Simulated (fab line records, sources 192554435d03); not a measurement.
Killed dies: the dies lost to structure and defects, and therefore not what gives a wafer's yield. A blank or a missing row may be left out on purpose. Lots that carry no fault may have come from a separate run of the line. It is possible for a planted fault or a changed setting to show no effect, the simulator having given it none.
Split-lot study + flow n5-finfet + 21 wafers read across 7 lots, on a route 1938 steps long

== ABOUT THE SPLIT ==
At N5_SD_EPI_N_COAT_33 (time 60 s, resist thk 35 nm), the setting spin-rpm was moved away from the recipe's 1500 rpm on 4 of the 21 wafers read, by -10.2% to +2.9%. This setting was run at the recipe's value on the other wafers.

Reading taken at the split's own step.

== THE READING ==
SiARC_of_SD_EPI_N_COAT_33.thk-nm (the simulator's own value, which no gauge read), in nm, at N5_SD_EPI_N_COAT_33 (time 60 s, resist thk 35 nm). The file gives no usual value for it. Average 35.1 nm, standard deviation 0.096 nm, over the 17 wafers here run with the recipe.

| wafer  | tool, chamber at the split | spin-rpm as run, rpm | against the recipe | SiARC_of_SD_EPI_N_COAT_33.thk-nm, nm | against lot-mates on the recipe |
|--------|----------------------------|----------------------|--------------------|--------------------------------------|---------------------------------|
| L075.1 | litho-track-05, 0          | 1347                 | -10.2%             | 37.2                                 | +2.0                            |
| L075.3 | litho-track-05, 0          | 1500                 | recipe             | 35.2                                 | -                               |
| L075.4 | litho-track-05, 0          | 1500                 | recipe             | 35.2                                 | -                               |
| L083.1 | litho-track-05, 0          | 1544                 | +2.9%              | 34.4                                 | -0.6                            |
| L083.2 | litho-track-05, 0          | 1500                 | recipe             | 35                                   | -                               |
| L083.6 | litho-track-05, 0          | 1500                 | recipe             | 35                                   | -                               |
| L084.3 | litho-track-05, 0          | 1500                 | recipe             | 35                                   | -                               |
| L084.4 | litho-track-05, 0          | 1500                 | recipe             | 35                                   | -                               |
| L084.6 | litho-track-05, 0          | 1500                 | recipe             | 35.2                                 | -                               |
| L089.1 | litho-track-04, 0          | 1452                 | -3.2%              | 35.6                                 | +0.6                            |
| L089.2 | litho-track-04, 0          | 1500                 | recipe             | 35                                   | -                               |
| L089.4 | litho-track-04, 0          | 1452                 | -3.2%              | 35.4                                 | +0.4                            |
| L091.4 | litho-track-05, 0          | 1500                 | recipe             | 35.2                                 | -                               |
| L091.5 | litho-track-05, 0          | 1500                 | recipe             | 35.2                                 | -                               |
| L091.6 | litho-track-05, 0          | 1500                 | recipe             | 35.2                                 | -                               |
| L095.3 | litho-track-01, 0          | 1500                 | recipe             | 35                                   | -                               |
| L095.4 | litho-track-01, 0          | 1500                 | recipe             | 35                                   | -                               |
| L095.5 | litho-track-01, 0          | 1500                 | recipe             | 35                                   | -                               |
| L097.2 | litho-track-04, 0          | 1500                 | recipe             | 35                                   | -                               |
| L097.4 | litho-track-04, 0          | 1500                 | recipe             | 35                                   | -                               |
| L097.5 | litho-track-04, 0          | 1500                 | recipe             | 35                                   | -                               |

THE FIT
A straight line over all 21 wafers: SiARC_of_SD_EPI_N_COAT_33.thk-nm changes by -0.201 nm for each +1% of spin-rpm; r = -0.97; the points scatter about the line by 0.12 nm.
The same after taking each lot's own level away (the mean of its wafers on the recipe; 21 wafers): -0.192 nm for each +1%; r = -0.99; scatter 0.062 nm.
On that fit, the largest move of spin-rpm shifts the reading by 2 nm.
From 35.00 to 35.20 nm: that is the span of the lots' own levels, equal to 2.1 times the standard deviation above.
Hence the lot-to-lot level has little effect on the slope; both slopes agree.
Check: +1.74 nm against its lot-mates is what the line predicts for one of the wafers moved furthest among these (-10.2%) when that wafer is left out of the fit. It came out at +2 nm against them.

== OTHER SPLITS APPLIED TO THESE WAFERS ==
These wafers also went through other splits before the reading. Each is held against what the fit with the lots' levels taken away leaves over:
| other split on the same wafers | wafers away from the commonest value | r with SiARC_of_SD_EPI_N_COAT_33.thk-nm (lot level and that fit taken away) |
|--------------------------------|--------------------------------------|-----------------------------------------------------------------------------|
| N5_WELL_APT_EXPOSE_05 dose-mj  | 7                                    | +0.30                                                                       |
| N5_WELL_APT_DESCUM_13 time-s   | 4                                    | +0.44                                                                       |
| N5_FIN_SAQP_HM_DEP_03 time-s   | 6                                    | -0.32                                                                       |
| N5_FIN_SAQP_HM_DEP_72 time-s   | 7                                    | -0.22                                                                       |
| N5_FIN_CUT_CUT_ETCH_15 time-s  | 3                                    | -0.08                                                                       |
| N5_DUMMY_GATE_COAT_28 spin-rpm | 9                                    | +0.28                                                                       |

== THE FILE'S OWN FIT ==
SiARC_of_SD_EPI_N_COAT_33.thk-nm changes by -0.193 nm for each +1% of spin-rpm, r = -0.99.
